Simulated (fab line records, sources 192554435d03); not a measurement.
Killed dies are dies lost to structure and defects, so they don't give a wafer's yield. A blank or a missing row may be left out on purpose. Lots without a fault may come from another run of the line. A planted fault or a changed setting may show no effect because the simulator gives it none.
A struck lot beside a sound one | flow n5_finfet | 39 steps out of a route of 1938
Sound: wafers L909.4, L909.5, L909.6. Struck: wafers L899.1, L899.2, L899.6. The cause comes at the end.
At each step with rows: each side's tool, then ch and its chambers, then its first start. Under that, the readings that differ: sound wafers | struck wafers | difference of the means | sigmas: that difference in standard deviations of wafers without a fault.
alike: readings whose means differ by less than 2 such deviations, and words and numbers that are the same on both sides. not compared: withheld readings, readings that some wafer has no value for, bounds like >300 that may hide the same value, and numbers for which the record gives no deviation and whose values overlap.
The two part at a step that has a row with sigmas, a row that says differs or no value, or rows on one side only. Numbers that don't overlap but have no deviation are shown without sigmas and don't part them. A reading that every wafer of one side lacks parts them only if that side has two wafers or more.

first, 9 steps without rows for these wafers: N5_BEOL_M4_ANNEAL_95 (time 240 s); N5_BEOL_M4_SPUTTER_96 (material Cu, target thk 4.5 nm, time 8.29 s); N5_BEOL_M4_ECD_50 (material Cu, target thk 300 nm); N5_BEOL_M4_ANNEAL_51 (time 90 s); N5_BEOL_M4_CMP_52 (polishes, stops on SiOC, t overpolish 6.8 s, target thk 40 nm); N5_BEOL_M4_PRE_CLEAN_60 (time 15 s); N5_BEOL_M4_CO_CAP_55 (material Co, precursor CCTBA/H2, target thk 2 nm, time 102.1 s); N5_BEOL_M4_PRE_CLEAN_56 (time 15 s); N5_BEOL_M4_DEP_57 (deposits SiCN from 3MS/NH3, target thk 8 nm, time 14 s).
N5_BEOL_M4_RC_MEAS_101:
  sound on prober-02 ch 0, day 12 09:52; struck on prober-01 ch 0, day 10 03:11
  alike: DIBL_N, DIBL_P, IOFF_N, IOFF_P, ION_N, ION_P, SS_N, SS_P, VT_N, VT_P
then, 24 steps without rows for these wafers: N5_BEOL_M5_ILD_DEP_00 (deposits SiCOH lowk from DEMS/porogen, target thk 140.64 nm, time 25.9 s); N5_BEOL_M5_CURE_79 (cures SiCOH lowk, time 240 s); N5_BEOL_M5_PECVD_70 (deposits SiO2 from TEOS/O2, target thk 16 nm, time 18 s); N5_BEOL_M5_HM_DEP_02 (deposits TiN, target thk 20 nm); N5_BEOL_M5_COAT_59 (time 60 s, resist thk 60 nm); N5_BEOL_M5_COAT_60 (time 60 s, resist thk 12 nm); N5_BEOL_M5_COAT_71 (time 60 s, resist thk 5 nm); N5_BEOL_M5_COAT_05 (resist thk 30 nm); N5_BEOL_M5_EBR_07; N5_BEOL_M5_SOFTBAKE_06 (time 60 s); N5_BEOL_M5_EXPOSE_08 (exposes mask M5, target cd 28 nm); N5_BEOL_M5_PEB_09 (peb time 60 s); N5_BEOL_M5_DEVELOP_10 (develop time 30 s); N5_BEOL_M5_DESCUM_16 (chemistry O2, time 7 s); N5_BEOL_M5_ETCH_72 (etches underlayer in N2/H2, target depth 6.5 nm, time 5.2 s); N5_BEOL_M5_ETCH_61 (etches SiARC in CF4, target depth 15.6 nm, time 26 s); N5_BEOL_M5_ETCH_62 (etches SOC in N2/H2, target depth 75 nm, overetch 15 nm, time 112.5 s); N5_BEOL_M5_STRIP_63 (strips in N2/H2); N5_BEOL_M5_STRIP_73 (strips in N2/H2); N5_BEOL_M5_STRIP_64 (strips in CF4); N5_BEOL_M5_HM_OPEN_17 (chemistry Cl2/BCl3, target TiN, target depth 20 nm, overetch 6 nm); N5_BEOL_M5_STRIP_19 (strips in O2); N5_BEOL_M5_COAT_65 (time 60 s, resist thk 60 nm); N5_BEOL_M5_COAT_66 (time 60 s, resist thk 12 nm).
-- the record jumps here: 4 days lie between the struck wafers' starts before and after (it left off in module BEOL_M5 and takes up again in module BEOL_M15, whose first step shown is number 1824 of the route) --
N5_BEOL_M15_CMP_49: polishes, stops on SiO2, t overpolish 4.9 s, target thk 850 nm.
  sound on cmp-03 ch 1,2,3, day 16 01:37; struck on cmp-04 ch 0,1,2, day 13 16:25
  no value came back on the struck wafers for barrier_field_endpoint_s (s), clearing_platen_down_force_psi (psi), motor_current_A (A), overpolish_run_s (s); on the sound wafers barrier_field_endpoint_s (s) reads 11.2 11.6 11.2
  reading                                 | sound             | struck         | difference | sigmas
  model.Cu_of_BEOL_M15_ECD_47.thk_nm (nm) | 836.4 817.6 830.8 | 1838 1864 1856 | +1024      |
N5_BEOL_M15_THK_MEAS_50: measures by xrf.
  sound on film_metro-02, day 16 01:48; struck on film_metro-02, day 13 16:42
  reading      | sound       | struck         | difference | sigmas
  M15_THK (nm) | 831 810 826 | 1838 1854 1840 | +1022      | +46
N5_BEOL_M15_RS_MEAS_54: measures by four-point-probe.
  sound on film_metro-02, day 16 01:56; struck on film_metro-02, day 13 16:50
  reading         | sound                | struck               | difference | sigmas
  M15_RS (ohm/sq) | 0.0219 0.0224 0.0221 | 0.0094 0.0092 0.0093 | -0.0128    | -23
N5_BEOL_M15_INSPECT_55: inspects for defects (darkfield).
  sound on defect_inspect-01, day 16 01:58; struck on defect_inspect-02, day 13 16:51
  reading          | sound     | struck         | difference | sigmas
  raw_defect_count | 56 35 111 | 6461 6535 6528 | +6441      | +99 or more
N5_PASSIVATION_PROBE_49:
  sound on prober-01, day 16 19:58; struck on prober-02, day 14 09:10
  reading                  | sound          | struck         | difference | sigmas
  defect_limited_yield (%) | 92.3 91.4 89.4 | 0 0 0          | -91        | -65
  killed_at_M4_up          | 14 20 18       | 1075 1074 1097 | +1065      | +99 or more
  killed_dies              | 91 101 125     | 1180 1180 1180 | +1074      | +63
  killed_on_rim            | 10 14 15       | 152 152 152    | +139       | +35
  sort_n_pass              | 1089 1079 1055 | 0 0 0          | -1074      | -63
  sort_yield_pct (%)       | 92.3 91.4 89.4 | 0 0 0          | -91        | -61
  alike: killed_at_M0_to_M3, killed_at_contacts, killed_at_front_end, killed_at_other, killed_open, killed_short, sort_bin_5_function, sort_bin_6_memory

WHERE THEY PART
First at N5_BEOL_M15_CMP_49; last, within this record, at N5_PASSIVATION_PROBE_49.

WHY: what the simulator had put in
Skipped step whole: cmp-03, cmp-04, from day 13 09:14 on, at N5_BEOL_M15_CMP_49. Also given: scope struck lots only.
